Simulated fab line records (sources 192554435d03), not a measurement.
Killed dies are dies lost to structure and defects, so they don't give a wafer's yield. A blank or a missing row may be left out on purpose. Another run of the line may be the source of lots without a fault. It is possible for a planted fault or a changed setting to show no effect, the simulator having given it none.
fab line records :: flow n5Finfet :: part 2 of 2: steps 31 to 36 of 36
record
  lots=5
  wafers=15
  lastDay=17
route steps=1938 shown PAD_METAL@1896 PASSIVATION@1897
lots untouched by any fault: they come from a run of this same line in which no faults occurred
startH: hours from the record's first day to the start of the lot's first wafer shown :: waitH: hours since the lot's step before :: " unchanged from the row above :: L1.1+2: a single row standing in for several wafers :: - no value, or no start was given :: * or withheld: withheld :: < > ~ a bound
route shown NAME@n: names a module that has steps shown in the file, with the first one's number in the route :: usual: mean/standard deviation taken from wafers without a fault :: same: alike in all rows :: chamber/n: place in a boat :: sites: readings site by site :: _std_site: standard deviation across them :: _edge_site: outer sites' mean less inner sites' :: radiusMm: how far each site lies from the wafer's centre :: mask NAME#n: copy n :: behind: the most recent tool/chamber to have shaped the wafer :: hold: what put the lot on hold/how long, in hours/how the hold closed :: device: names the non-switching transistor (n, p or np) :: end of line: the same wafers' tests at the end of the route :: a step without rows: its recipe alone :: killed: dies lost to structure and defects at the first sort, not the wafer's yield :: map: a wafer's dies, x killed, . not, _ none there
set.NAME: setting as actually run; set.NAME@STEP: the setting as run at that earlier step :: model.NAME: the simulator's own value behind a step, which no gauge read
lots seen at some steps along the route; tables by step, rows by wafer
services: when a tool's chamber went out of use (startH, in hours from the record's first day, below 0 if earlier), for how many hours, and the reason
## steps
# step N5_PASSIVATION_OVL_MEAS_66
# recipe
  pointsPerWafer=44
# usual
  PASS_OPEN_OVL=6/5.6
lot.wafer: L076.2
tool: overlay-01
chamber: 0
startH: 288.01
waitH: 0.0
PASS_OPEN_OVL[nm]: 1

lot.wafer: L076.4
tool: overlay-01
chamber: 0
startH: 288.01
waitH: 0.0
PASS_OPEN_OVL[nm]: 4

lot.wafer: L076.6
tool: overlay-01
chamber: 0
startH: 288.01
waitH: 0.0
PASS_OPEN_OVL[nm]: 7

lot.wafer: L082.1
tool: overlay-01
chamber: 0
startH: 352.84
waitH: 0.0
PASS_OPEN_OVL[nm]: 5

lot.wafer: L082.3
tool: overlay-01
chamber: 0
startH: 352.84
waitH: 0.0
PASS_OPEN_OVL[nm]: 2

lot.wafer: L082.6
tool: overlay-01
chamber: 0
startH: 352.84
waitH: 0.0
PASS_OPEN_OVL[nm]: -4

lot.wafer: L085.1
tool: overlay-01
chamber: 0
startH: 366.31
waitH: 0.0
PASS_OPEN_OVL[nm]: 5

lot.wafer: L085.3
tool: overlay-01
chamber: 0
startH: 366.31
waitH: 0.0
PASS_OPEN_OVL[nm]: 4

lot.wafer: L085.4
tool: overlay-01
chamber: 0
startH: 366.31
waitH: 0.0
PASS_OPEN_OVL[nm]: 5

lot.wafer: L092.2
tool: overlay-01
chamber: 0
startH: 399.20
waitH: 0.0
PASS_OPEN_OVL[nm]: 15

lot.wafer: L092.3
tool: overlay-01
chamber: 0
startH: 399.20
waitH: 0.0
PASS_OPEN_OVL[nm]: 10

lot.wafer: L092.6
tool: overlay-01
chamber: 0
startH: 399.20
waitH: 0.0
PASS_OPEN_OVL[nm]: 17

lot.wafer: L091.2
tool: overlay-01
chamber: 0
startH: 401.84
waitH: 0.0
PASS_OPEN_OVL[nm]: 8

lot.wafer: L091.3
tool: overlay-01
chamber: 0
startH: 401.84
waitH: 0.0
PASS_OPEN_OVL[nm]: 7

lot.wafer: L091.6
tool: overlay-01
chamber: 0
startH: 401.84
waitH: 0.0
PASS_OPEN_OVL[nm]: 12
# step N5_PASSIVATION_INSPECT_67
# recipe
  mode=adi
  inspectInstrument=macro
# usual
  rawDefectCount=2.0/1.4
lot.wafer: L076.2
tool: defectInspect-02
chamber: -
startH: 288.04
waitH: 0.0
rawDefectCount: 0

lot.wafer: L076.4
tool: defectInspect-02
chamber: -
startH: 288.04
waitH: 0.0
rawDefectCount: 0

lot.wafer: L076.6
tool: defectInspect-02
chamber: -
startH: 288.04
waitH: 0.0
rawDefectCount: 4

lot.wafer: L082.1
tool: defectInspect-02
chamber: -
startH: 352.87
waitH: 0.0
rawDefectCount: 2

lot.wafer: L082.3
tool: defectInspect-02
chamber: -
startH: 352.87
waitH: 0.0
rawDefectCount: 2

lot.wafer: L082.6
tool: defectInspect-02
chamber: -
startH: 352.87
waitH: 0.0
rawDefectCount: 4

lot.wafer: L085.1
tool: defectInspect-02
chamber: -
startH: 366.34
waitH: 0.0
rawDefectCount: 0

lot.wafer: L085.3
tool: defectInspect-02
chamber: -
startH: 366.34
waitH: 0.0
rawDefectCount: 3

lot.wafer: L085.4
tool: defectInspect-02
chamber: -
startH: 366.34
waitH: 0.0
rawDefectCount: 2

lot.wafer: L092.2
tool: defectInspect-02
chamber: -
startH: 399.23
waitH: 0.0
rawDefectCount: 3

lot.wafer: L092.3
tool: defectInspect-02
chamber: -
startH: 399.23
waitH: 0.0
rawDefectCount: 2

lot.wafer: L092.6
tool: defectInspect-02
chamber: -
startH: 399.23
waitH: 0.0
rawDefectCount: 4

lot.wafer: L091.2
tool: defectInspect-01
chamber: -
startH: 401.86
waitH: 0.0
rawDefectCount: 3

lot.wafer: L091.3
tool: defectInspect-01
chamber: -
startH: 401.86
waitH: 0.0
rawDefectCount: 2

lot.wafer: L091.6
tool: defectInspect-01
chamber: -
startH: 401.86
waitH: 0.0
rawDefectCount: 5
# step N5_PASSIVATION_DESCUM_46
# recipe
  chemistry=O2
  timeS=7.9
  sourcePowerW=50
  biasPowerW=20
  pressureMtorr=20
  rfFrequencyHz=2.712e+07
  tempC=40
  o2FlowSccm=225
# usual
  drypumpMotorCurrentA=5.8/0.39
  oesProductAu=0.79/0.076
  rfVppV=243.2/1.3
  showerheadPlenumPTorr=2.10/0.069
  throttleValvePct=20.51/0.27
lot.wafer: L076.2
tool: rieDiel-06
chamber: 3
startH: 288.07
waitH: 0.0
drypumpMotorCurrentA: 5.4
oesProductAu: 0.80
rfHoursCounterH: 126
rfVppV: 243.7
showerheadPlenumPTorr: 2.10
throttleValvePct: 20.32

lot.wafer: L076.4
tool: rieDiel-06
chamber: 0
startH: 288.07
waitH: 0.0
drypumpMotorCurrentA: 5.7
oesProductAu: 0.73
rfHoursCounterH: 176
rfVppV: 242.1
showerheadPlenumPTorr: 2.09
throttleValvePct: 20.60

lot.wafer: L076.6
tool: rieDiel-06
chamber: 1
startH: 288.07
waitH: 0.0
drypumpMotorCurrentA: 5.7
oesProductAu: 0.80
rfHoursCounterH: -
rfVppV: 241.2
showerheadPlenumPTorr: 2.01
throttleValvePct: 20.72

lot.wafer: L082.1
tool: rieDiel-01
chamber: 2
startH: 352.90
waitH: 0.0
drypumpMotorCurrentA: 5.8
oesProductAu: 0.68
rfHoursCounterH: 248
rfVppV: 244.8
showerheadPlenumPTorr: 2.15
throttleValvePct: 20.74

lot.wafer: L082.3
tool: rieDiel-01
chamber: 1
startH: 352.90
waitH: 0.0
drypumpMotorCurrentA: 5.5
oesProductAu: 0.75
rfHoursCounterH: 169
rfVppV: 242.4
showerheadPlenumPTorr: 2.09
throttleValvePct: 20.19

lot.wafer: L082.6
tool: rieDiel-01
chamber: 2
startH: 352.90
waitH: 0.0
drypumpMotorCurrentA: 5.9
oesProductAu: 0.69
rfHoursCounterH: -
rfVppV: 244.1
showerheadPlenumPTorr: 2.15
throttleValvePct: 20.74

lot.wafer: L085.1
tool: rieDiel-01
chamber: 1
startH: 366.37
waitH: 0.0
drypumpMotorCurrentA: 5.6
oesProductAu: 0.74
rfHoursCounterH: 174
rfVppV: 242.2
showerheadPlenumPTorr: 2.09
throttleValvePct: 20.18

lot.wafer: L085.3
tool: rieDiel-01
chamber: 3
startH: 366.37
waitH: 0.0
drypumpMotorCurrentA: 6.1
oesProductAu: 0.81
rfHoursCounterH: 70
rfVppV: 243.0
showerheadPlenumPTorr: 2.02
throttleValvePct: 20.00

lot.wafer: L085.4
tool: rieDiel-01
chamber: 0
startH: 366.37
waitH: 0.0
drypumpMotorCurrentA: 5.4
oesProductAu: 0.80
rfHoursCounterH: -
rfVppV: 242.8
showerheadPlenumPTorr: 2.02
throttleValvePct: 20.77

lot.wafer: L092.2
tool: rieDiel-01
chamber: 1
startH: 399.26
waitH: 0.0
drypumpMotorCurrentA: 5.5
oesProductAu: 0.74
rfHoursCounterH: 188
rfVppV: 242.7
showerheadPlenumPTorr: 2.09
throttleValvePct: 20.22

lot.wafer: L092.3
tool: rieDiel-01
chamber: 0
startH: 399.26
waitH: 0.0
drypumpMotorCurrentA: 5.5
oesProductAu: 0.79
rfHoursCounterH: 114
rfVppV: 242.2
showerheadPlenumPTorr: 2.01
throttleValvePct: 20.79

lot.wafer: L092.6
tool: rieDiel-01
chamber: 3
startH: 399.26
waitH: 0.0
drypumpMotorCurrentA: 6.1
oesProductAu: 0.80
rfHoursCounterH: -
rfVppV: 243.4
showerheadPlenumPTorr: 2.02
throttleValvePct: 20.02

lot.wafer: L091.2
tool: rieDiel-03
chamber: 0
startH: 401.90
waitH: 0.0
drypumpMotorCurrentA: 6.0
oesProductAu: 0.89
rfHoursCounterH: 44
rfVppV: 244.5
showerheadPlenumPTorr: 2.14
throttleValvePct: 20.55

lot.wafer: L091.3
tool: rieDiel-03
chamber: 1
startH: 401.90
waitH: 0.0
drypumpMotorCurrentA: 5.8
oesProductAu: 0.79
rfHoursCounterH: 114
rfVppV: 246.1
showerheadPlenumPTorr: 2.20
throttleValvePct: 20.22

lot.wafer: L091.6
tool: rieDiel-03
chamber: 0
startH: 401.90
waitH: 0.0
drypumpMotorCurrentA: 6.0
oesProductAu: 0.90
rfHoursCounterH: -
rfVppV: 244.4
showerheadPlenumPTorr: 2.14
throttleValvePct: 20.55
# step N5_PASSIVATION_PASS_ETCH_47
# recipe
  chemistry=CF4/O2
  target=SiNx
  targetDepthA=7700
  timeS=385
  ionEnergyEv=100
  pressureMtorr=40
  sourceW=535
  biasW=49
  Ar_flow_sccm=100
  cf4FlowSccm=100
  O2_flow_sccm=10
# usual
  drypumpMotorCurrentA=5.8/0.4
  oesProductAu=0.79/0.072
  rfVppV=240.9/1.8
  showerheadPlenumPTorr=2.21/0.066
  throttleValvePct=15.95/0.26
lot.wafer: L076.2
tool: rieDiel-06
chamber: 3
startH: 288.11
waitH: 0.0
drypumpMotorCurrentA: 5.4
oesProductAu: 0.80
rfHoursCounterH: 126
rfVppV: 242.4
showerheadPlenumPTorr: 2.21
throttleValvePct: 15.78

lot.wafer: L076.4
tool: rieDiel-06
chamber: 0
startH: 288.11
waitH: 0.0
drypumpMotorCurrentA: 5.8
oesProductAu: 0.72
rfHoursCounterH: 176
rfVppV: 239.1
showerheadPlenumPTorr: 2.20
throttleValvePct: 16.02

lot.wafer: L076.6
tool: rieDiel-06
chamber: 1
startH: 288.11
waitH: 0.0
drypumpMotorCurrentA: 5.8
oesProductAu: 0.79
rfHoursCounterH: -
rfVppV: 237.4
showerheadPlenumPTorr: 2.13
throttleValvePct: 16.15

lot.wafer: L082.1
tool: rieDiel-01
chamber: 2
startH: 352.94
waitH: 0.0
drypumpMotorCurrentA: 5.9
oesProductAu: 0.69
rfHoursCounterH: 248
rfVppV: 244.0
showerheadPlenumPTorr: 2.26
throttleValvePct: 16.19

lot.wafer: L082.3
tool: rieDiel-01
chamber: 1
startH: 352.94
waitH: 0.0
drypumpMotorCurrentA: 5.5
oesProductAu: 0.76
rfHoursCounterH: 169
rfVppV: 239.3
showerheadPlenumPTorr: 2.20
throttleValvePct: 15.64

lot.wafer: L082.6
tool: rieDiel-01
chamber: 2
startH: 352.94
waitH: 0.0
drypumpMotorCurrentA: 5.9
oesProductAu: 0.69
rfHoursCounterH: -
rfVppV: 244.3
showerheadPlenumPTorr: 2.26
throttleValvePct: 16.20

lot.wafer: L085.1
tool: rieDiel-01
chamber: 1
startH: 366.41
waitH: 0.0
drypumpMotorCurrentA: 5.5
oesProductAu: 0.75
rfHoursCounterH: 174
rfVppV: 239.2
showerheadPlenumPTorr: 2.20
throttleValvePct: 15.65

lot.wafer: L085.3
tool: rieDiel-01
chamber: 3
startH: 366.41
waitH: 0.0
drypumpMotorCurrentA: 6.1
oesProductAu: 0.81
rfHoursCounterH: 70
rfVppV: 240.5
showerheadPlenumPTorr: 2.14
throttleValvePct: 15.54

lot.wafer: L085.4
tool: rieDiel-01
chamber: 0
startH: 366.41
waitH: 0.0
drypumpMotorCurrentA: 5.4
oesProductAu: 0.79
rfHoursCounterH: -
rfVppV: 239.7
showerheadPlenumPTorr: 2.14
throttleValvePct: 16.22

lot.wafer: L092.2
tool: rieDiel-01
chamber: 1
startH: 399.29
waitH: 0.0
drypumpMotorCurrentA: 5.5
oesProductAu: 0.75
rfHoursCounterH: 188
rfVppV: 240.6
showerheadPlenumPTorr: 2.19
throttleValvePct: 15.68

lot.wafer: L092.3
tool: rieDiel-01
chamber: 0
startH: 399.29
waitH: 0.0
drypumpMotorCurrentA: 5.4
oesProductAu: 0.77
rfHoursCounterH: 114
rfVppV: 241.2
showerheadPlenumPTorr: 2.14
throttleValvePct: 16.26

lot.wafer: L092.6
tool: rieDiel-01
chamber: 3
startH: 399.29
waitH: 0.0
drypumpMotorCurrentA: 6.1
oesProductAu: 0.79
rfHoursCounterH: -
rfVppV: 239.2
showerheadPlenumPTorr: 2.14
throttleValvePct: 15.55

lot.wafer: L091.2
tool: rieDiel-03
chamber: 0
startH: 401.93
waitH: 0.0
drypumpMotorCurrentA: 6.0
oesProductAu: 0.89
rfHoursCounterH: 44
rfVppV: 241.5
showerheadPlenumPTorr: 2.25
throttleValvePct: 15.89

lot.wafer: L091.3
tool: rieDiel-03
chamber: 1
startH: 401.93
waitH: 0.0
drypumpMotorCurrentA: 5.8
oesProductAu: 0.79
rfHoursCounterH: 114
rfVppV: 239.3
showerheadPlenumPTorr: 2.31
throttleValvePct: 15.71

lot.wafer: L091.6
tool: rieDiel-03
chamber: 0
startH: 401.93
waitH: 0.0
drypumpMotorCurrentA: 6.0
oesProductAu: 0.88
rfHoursCounterH: -
rfVppV: 241.1
showerheadPlenumPTorr: 2.25
throttleValvePct: 15.88
# step N5_PASSIVATION_ETCH_54
# recipe
  chemistry=CHF3/O2
  target=SiO2
  targetDepthA=8800
  CHF3_flow_sccm=50
  O2_flow_sccm=5
  Ar_flow_sccm=200
  timeS=440
  maskMaterial=PR
  pressureMtorr=30
  sourceW=650
  biasW=170
  ionEnergyEv=200
# usual
  drypumpMotorCurrentA=5.8/0.39
  oesProductAu=0.79/0.072
  rfVppV=524/3.5
  showerheadPlenumPTorr=2.42/0.073
  throttleValvePct=18.88/0.27
lot.wafer: L076.2
tool: rieDiel-06
chamber: 3
startH: 288.33
waitH: 0.1
drypumpMotorCurrentA: 5.4
oesProductAu: 0.80
rfHoursCounterH: 126
rfVppV: 527
showerheadPlenumPTorr: 2.42
throttleValvePct: 18.73

lot.wafer: L076.4
tool: rieDiel-06
chamber: 0
startH: 288.33
waitH: 0.1
drypumpMotorCurrentA: 5.8
oesProductAu: 0.73
rfHoursCounterH: 176
rfVppV: 521
showerheadPlenumPTorr: 2.40
throttleValvePct: 18.94

lot.wafer: L076.6
tool: rieDiel-06
chamber: 1
startH: 288.33
waitH: 0.1
drypumpMotorCurrentA: 5.8
oesProductAu: 0.79
rfHoursCounterH: -
rfVppV: 521
showerheadPlenumPTorr: 2.33
throttleValvePct: 19.09

lot.wafer: L082.1
tool: rieDiel-01
chamber: 2
startH: 353.16
waitH: 0.1
drypumpMotorCurrentA: 5.9
oesProductAu: 0.69
rfHoursCounterH: 248
rfVppV: 530
showerheadPlenumPTorr: 2.47
throttleValvePct: 19.06

lot.wafer: L082.3
tool: rieDiel-01
chamber: 1
startH: 353.16
waitH: 0.1
drypumpMotorCurrentA: 5.5
oesProductAu: 0.76
rfHoursCounterH: 169
rfVppV: 522
showerheadPlenumPTorr: 2.40
throttleValvePct: 18.52

lot.wafer: L082.6
tool: rieDiel-01
chamber: 2
startH: 353.16
waitH: 0.1
drypumpMotorCurrentA: 5.9
oesProductAu: 0.69
rfHoursCounterH: -
rfVppV: 529
showerheadPlenumPTorr: 2.47
throttleValvePct: 19.09

lot.wafer: L085.1
tool: rieDiel-01
chamber: 1
startH: 366.63
waitH: 0.1
drypumpMotorCurrentA: 5.5
oesProductAu: 0.75
rfHoursCounterH: 174
rfVppV: 521
showerheadPlenumPTorr: 2.40
throttleValvePct: 18.54

lot.wafer: L085.3
tool: rieDiel-01
chamber: 3
startH: 366.63
waitH: 0.1
drypumpMotorCurrentA: 6.1
oesProductAu: 0.80
rfHoursCounterH: 71
rfVppV: 522
showerheadPlenumPTorr: 2.34
throttleValvePct: 18.44

lot.wafer: L085.4
tool: rieDiel-01
chamber: 0
startH: 366.63
waitH: 0.1
drypumpMotorCurrentA: 5.5
oesProductAu: 0.80
rfHoursCounterH: -
rfVppV: 527
showerheadPlenumPTorr: 2.34
throttleValvePct: 19.20

lot.wafer: L092.2
tool: rieDiel-01
chamber: 1
startH: 399.52
waitH: 0.1
drypumpMotorCurrentA: 5.5
oesProductAu: 0.74
rfHoursCounterH: 188
rfVppV: 521
showerheadPlenumPTorr: 2.40
throttleValvePct: 18.53

lot.wafer: L092.3
tool: rieDiel-01
chamber: 0
startH: 399.52
waitH: 0.1
drypumpMotorCurrentA: 5.5
oesProductAu: 0.79
rfHoursCounterH: 114
rfVppV: 525
showerheadPlenumPTorr: 2.33
throttleValvePct: 19.23

lot.wafer: L092.6
tool: rieDiel-01
chamber: 3
startH: 399.52
waitH: 0.1
drypumpMotorCurrentA: 6.1
oesProductAu: 0.79
rfHoursCounterH: -
rfVppV: 523
showerheadPlenumPTorr: 2.33
throttleValvePct: 18.44

lot.wafer: L091.2
tool: rieDiel-03
chamber: 0
startH: 402.16
waitH: 0.1
drypumpMotorCurrentA: 6.0
oesProductAu: 0.89
rfHoursCounterH: 44
rfVppV: 527
showerheadPlenumPTorr: 2.45
throttleValvePct: 18.86

lot.wafer: L091.3
tool: rieDiel-03
chamber: 1
startH: 402.16
waitH: 0.1
drypumpMotorCurrentA: 5.8
oesProductAu: 0.80
rfHoursCounterH: 114
rfVppV: 523
showerheadPlenumPTorr: 2.52
throttleValvePct: 18.62

lot.wafer: L091.6
tool: rieDiel-03
chamber: 0
startH: 402.16
waitH: 0.1
drypumpMotorCurrentA: 6.0
oesProductAu: 0.89
rfHoursCounterH: -
rfVppV: 526
showerheadPlenumPTorr: 2.45
throttleValvePct: 18.84
# step N5_PASSIVATION_STRIP_48
# recipe
  chemistry=O2
  powerW=600
  tempC=60
  pressureMtorr=30
  rfFrequencyHz=6e+07
  biasPowerW=0
  overashFraction=0.5
  o2FlowSccm=225
# usual
  drypumpMotorCurrentA=5.8/0.39
  oesProductAu=0.78/0.074
  rfVppV=3.4/2.1
  showerheadPlenumPTorr=2.10/0.069
  throttleValvePct=16.76/0.26
lot.wafer: L076.2
tool: rieDiel-06
chamber: 3
startH: 288.62
waitH: 0.1
drypumpMotorCurrentA: 5.4
oesProductAu: 0.80
rfHoursCounterH: 126
rfVppV: 2.3
showerheadPlenumPTorr: 2.10
throttleValvePct: 16.52

lot.wafer: L076.4
tool: rieDiel-06
chamber: 0
startH: 288.62
waitH: 0.1
drypumpMotorCurrentA: 5.7
oesProductAu: 0.74
rfHoursCounterH: 176
rfVppV: 2.5
showerheadPlenumPTorr: 2.10
throttleValvePct: 16.89

lot.wafer: L076.6
tool: rieDiel-06
chamber: 1
startH: 288.62
waitH: 0.1
drypumpMotorCurrentA: 5.9
oesProductAu: 0.80
rfHoursCounterH: -
rfVppV: 0
showerheadPlenumPTorr: 2.02
throttleValvePct: 16.91

lot.wafer: L082.1
tool: rieDiel-01
chamber: 2
startH: 353.45
waitH: 0.1
drypumpMotorCurrentA: 5.9
oesProductAu: 0.69
rfHoursCounterH: 249
rfVppV: 5.7
showerheadPlenumPTorr: 2.16
throttleValvePct: 16.96

lot.wafer: L082.3
tool: rieDiel-01
chamber: 1
startH: 353.45
waitH: 0.1
drypumpMotorCurrentA: 5.5
oesProductAu: 0.75
rfHoursCounterH: 169
rfVppV: 5.4
showerheadPlenumPTorr: 2.09
throttleValvePct: 16.46

lot.wafer: L082.6
tool: rieDiel-01
chamber: 2
startH: 353.45
waitH: 0.1
drypumpMotorCurrentA: 5.9
oesProductAu: 0.66
rfHoursCounterH: -
rfVppV: 3.6
showerheadPlenumPTorr: 2.16
throttleValvePct: 17.02

lot.wafer: L085.1
tool: rieDiel-01
chamber: 1
startH: 366.92
waitH: 0.1
drypumpMotorCurrentA: 5.5
oesProductAu: 0.79
rfHoursCounterH: 174
rfVppV: 2.5
showerheadPlenumPTorr: 2.09
throttleValvePct: 16.52

lot.wafer: L085.3
tool: rieDiel-01
chamber: 3
startH: 366.92
waitH: 0.1
drypumpMotorCurrentA: 6.1
oesProductAu: 0.81
rfHoursCounterH: 71
rfVppV: 1.9
showerheadPlenumPTorr: 2.03
throttleValvePct: 16.30

lot.wafer: L085.4
tool: rieDiel-01
chamber: 0
startH: 366.92
waitH: 0.1
drypumpMotorCurrentA: 5.5
oesProductAu: 0.78
rfHoursCounterH: -
rfVppV: 4.2
showerheadPlenumPTorr: 2.02
throttleValvePct: 16.98

lot.wafer: L092.2
tool: rieDiel-01
chamber: 1
startH: 399.81
waitH: 0.1
drypumpMotorCurrentA: 5.5
oesProductAu: 0.77
rfHoursCounterH: 188
rfVppV: 7.6
showerheadPlenumPTorr: 2.09
throttleValvePct: 16.50

lot.wafer: L092.3
tool: rieDiel-01
chamber: 0
startH: 399.81
waitH: 0.1
drypumpMotorCurrentA: 5.4
oesProductAu: 0.80
rfHoursCounterH: 114
rfVppV: 5.7
showerheadPlenumPTorr: 2.02
throttleValvePct: 17.08

lot.wafer: L092.6
tool: rieDiel-01
chamber: 3
startH: 399.81
waitH: 0.1
drypumpMotorCurrentA: 6.1
oesProductAu: 0.82
rfHoursCounterH: -
rfVppV: 5.3
showerheadPlenumPTorr: 2.02
throttleValvePct: 16.25

lot.wafer: L091.2
tool: rieDiel-03
chamber: 0
startH: 402.45
waitH: 0.1
drypumpMotorCurrentA: 6.0
oesProductAu: 0.89
rfHoursCounterH: 44
rfVppV: 5.9
showerheadPlenumPTorr: 2.14
throttleValvePct: 16.81

lot.wafer: L091.3
tool: rieDiel-03
chamber: 1
startH: 402.45
waitH: 0.1
drypumpMotorCurrentA: 5.8
oesProductAu: 0.81
rfHoursCounterH: 114
rfVppV: 6.3
showerheadPlenumPTorr: 2.20
throttleValvePct: 16.52

lot.wafer: L091.6
tool: rieDiel-03
chamber: 0
startH: 402.45
waitH: 0.1
drypumpMotorCurrentA: 6.0
oesProductAu: 0.92
rfHoursCounterH: -
rfVppV: 3.7
showerheadPlenumPTorr: 2.14
throttleValvePct: 16.67
## services
tool: rieDiel-03
chamber: -
startH: 267.25
hours: 1.6
kind: repair

tool: wetBench-06
chamber: -
startH: 274.45
hours: 1.9
kind: pm

tool: rieDiel-03
chamber: 3
startH: 279.88
hours: -
kind: clean

tool: rieDiel-03
chamber: 3
startH: 279.88
hours: -
kind: consumableReplace:focusRing

tool: pecvd-02
chamber: 1
startH: 291.17
hours: 6.9
kind: repair

tool: krfScanner-02
chamber: -
startH: 297.45
hours: 1.3
kind: pm

tool: rieMetal-01
chamber: 0
startH: 302.31
hours: 5.3
kind: repair

tool: lithoTrack-01
chamber: -
startH: 319.78
hours: -
kind: consumableReplace:filter

tool: lithoTrack-01
chamber: -
startH: 320.16
hours: -
kind: consumableReplace:filter

tool: krfScanner-01
chamber: -
startH: 325.24
hours: 1.3
kind: pm

tool: pecvd-01
chamber: 2
startH: 326.37
hours: 11.2
kind: repair

tool: rieDiel-03
chamber: 2
startH: 330.71
hours: 4.4
kind: repair

tool: krfScanner-02
chamber: -
startH: 350.45
hours: 0.8
kind: pm

tool: rieDiel-01
chamber: 2
startH: 357.51
hours: -
kind: clean

tool: rieDiel-01
chamber: 2
startH: 357.51
hours: -
kind: consumableReplace:focusRing

tool: rieDiel-01
chamber: 2
startH: 357.51
hours: 16.1
kind: scheduledDown

tool: rieDiel-01
chamber: 2
startH: 357.51
hours: 16.1
kind: ventCycle

tool: rieMetal-01
chamber: 1
startH: 362.21
hours: 3.6
kind: repair

tool: rieDiel-06
chamber: -
startH: 370.27
hours: 2.8
kind: pm

tool: krfScanner-01
chamber: -
startH: 383.80
hours: 0.8
kind: pm

tool: rieDiel-06
chamber: 1
startH: 389.46
hours: 5.7
kind: repair

tool: rieDiel-03
chamber: 3
startH: 390.81
hours: 4.9
kind: repair

tool: pvdSputter-01
chamber: -
startH: 397.33
hours: 2.9
kind: repair

tool: lithoTrack-01
chamber: -
startH: 401.10
hours: -
kind: consumableReplace:filter
